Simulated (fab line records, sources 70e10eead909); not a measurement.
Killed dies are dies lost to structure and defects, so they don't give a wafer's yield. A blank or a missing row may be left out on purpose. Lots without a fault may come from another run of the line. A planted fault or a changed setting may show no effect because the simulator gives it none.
A struck lot beside a sound one | flow nand_harc | 21 steps out of a route of 1159
Sound: wafers L750.3, L750.5, L750.6. Struck: wafers L755.2, L755.4, L755.5. The cause comes at the end.
At each step with rows: each side's tool, then ch and its chambers, then its first start. Under that, the readings that differ: sound wafers | struck wafers | difference of the means | sigmas: that difference in standard deviations of wafers without a fault.
alike: readings whose means differ by less than 2 such deviations, and words and numbers that are the same on both sides. not compared: withheld readings, readings that some wafer has no value for, bounds like >300 that may hide the same value, and numbers for which the record gives no deviation and whose values overlap.
The two part at a step that has a row with sigmas, a row that says differs or no value, or rows on one side only. Numbers that don't overlap but have no deviation are shown without sigmas and don't part them. A reading that every wafer of one side lacks parts them only if that side has two wafers or more.

NHARC_P_CONTACT_DEP_30: deposits SiNx, target thk 30 nm.
  sound on pecvd-03 ch 0,1, day 8 01:01; struck on pecvd-02 ch 0,2, day 9 05:22
  alike: heater_power_w
NHARC_P_CONTACT_DEP_00: deposits SiO2, target thk 500 nm.
  sound on pecvd-03 ch 0,1; struck on pecvd-02 ch 0,2
  alike: chamber_pressure_Torr, heater_power_w, mfc_precursor_sccm, throttle_valve_pct
NHARC_P_CONTACT_CMP_01: polishes SiO2, target thk 200 nm.
  sound on cmp-01 ch 2,3, day 8 01:40; struck on cmp-01 ch 1,2, day 9 06:02
  alike: motor_current_A
then, 8 steps without rows for these wafers: NHARC_P_CONTACT_SRD_03; NHARC_P_CONTACT_DEHYDRATE_04 (time 120 s); NHARC_P_CONTACT_HMDS_05 (time 30 s); NHARC_P_CONTACT_COAT_33 (time 75 s); NHARC_P_CONTACT_COAT_34 (time 65 s); NHARC_P_CONTACT_COAT_06 (resist thk 90 nm); NHARC_P_CONTACT_SOFTBAKE_07 (time 55 s); NHARC_P_CONTACT_EBR_08.
NHARC_P_CONTACT_EXPOSE_09: exposes mask P CA, target cd 90 nm.
  sound on arfi_scanner-02 ch 0, day 8 02:21; struck on arfi_scanner-02 ch 0, day 9 06:36
  reading              | sound             | struck            | difference | sigmas
  exposure_dose_mJ_cm2 | 81.20 81.23 81.44 | 82.52 82.67 82.54 | +1.29      | +16
  alike: mask
then, 2 steps without rows for these wafers: NHARC_P_CONTACT_PEB_10 (peb time 65 s); NHARC_P_CONTACT_DEVELOP_11 (develop time 35 s).
NHARC_P_CONTACT_CD_MEAS_12: target cd 90 nm.
  sound on cd_sem-02 ch 0, day 8 02:29; struck on cd_sem-02 ch 0, day 9 06:44
  reading    | sound          | struck         | difference | sigmas
  cd_nm (nm) | 90.4 88.9 89.1 | 91.6 92.0 91.7 | +2.3       | +4
NHARC_P_CONTACT_OVL_MEAS_13:
  sound on overlay-02, day 8 02:35; struck on overlay-02, day 9 06:49
  alike: overlay_x_nm, overlay_y_nm
NHARC_P_CONTACT_INSPECT_14:
  sound on defect_inspect-02, day 8 02:37; struck on defect_inspect-02, day 9 06:52
  alike: raw_defect_count
NHARC_P_CONTACT_DESCUM_17: chemistry O2, time 3 s.
  sound on rie_diel-06 ch 0,2,3, day 8 02:42; struck on rie_diel-06 ch 0,1,2, day 9 06:56
  reading                    | sound             | struck           | difference | sigmas
  model.P_CONTACT.cd_nm (nm) | 90.73 88.81 89.63 | 92.22 92.2 92.52 | +2.59      |
  alike: drypump_motor_current_A, mfc_ar_sccm, oes_product_au, rf_vpp_V, showerhead_plenum_p_Torr, throttle_valve_pct
  not compared: rf_hours_counter_h
NHARC_P_CONTACT_ETCH_35: etches the open film in CF4, target depth 39 nm, time 65 s.
  sound on rie_diel-06 ch 0,1,2, day 8 03:15; struck on rie_diel-06 ch 0,1,3, day 9 07:01
  reading                    | sound             | struck            | difference | sigmas
  model.P_CONTACT.cd_nm (nm) | 90.69 89.56 89.39 | 92.22 92.89 92.61 | +2.69      |
  alike: drypump_motor_current_A, mfc_ar_sccm, oes_product_au, rf_vpp_V, showerhead_plenum_p_Torr, throttle_valve_pct
  not compared: rf_hours_counter_h
NHARC_P_CONTACT_ETCH_36: etches the open film in N2/H2, target depth 260 nm, time 406.25 s.
  sound on rie_diel-06 ch 1,2; struck on rie_diel-06 ch 0,1,3
  alike: drypump_motor_current_A, mfc_ar_sccm, oes_product_au, rf_vpp_V, showerhead_plenum_p_Torr, throttle_valve_pct
  not compared: rf_hours_counter_h
-- the record jumps here: 14 days lie between the struck wafers' starts before and after (it left off in module P_CONTACT and takes up again in module END, whose first step shown is number 1159 of the route) --
NHARC_END_SORT_01:
  sound on prober-01 ch 0, day 21 19:59; struck on prober-02 ch 0, day 23 13:11
  reading             | sound | struck | difference | sigmas
  killed_at_periphery | 0 3 2 | 8      | +6         | +3
  alike: killed_at_array, killed_at_other, killed_dies, killed_open, killed_short

WHERE THEY PART
First at NHARC_P_CONTACT_EXPOSE_09; last, within this record, at NHARC_END_SORT_01.

WHY: what the simulator had put in
Process parameter drift: arfi_scanner-02, from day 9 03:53 on, at NHARC_P_CONTACT_EXPOSE_09. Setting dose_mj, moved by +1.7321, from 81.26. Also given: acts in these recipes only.
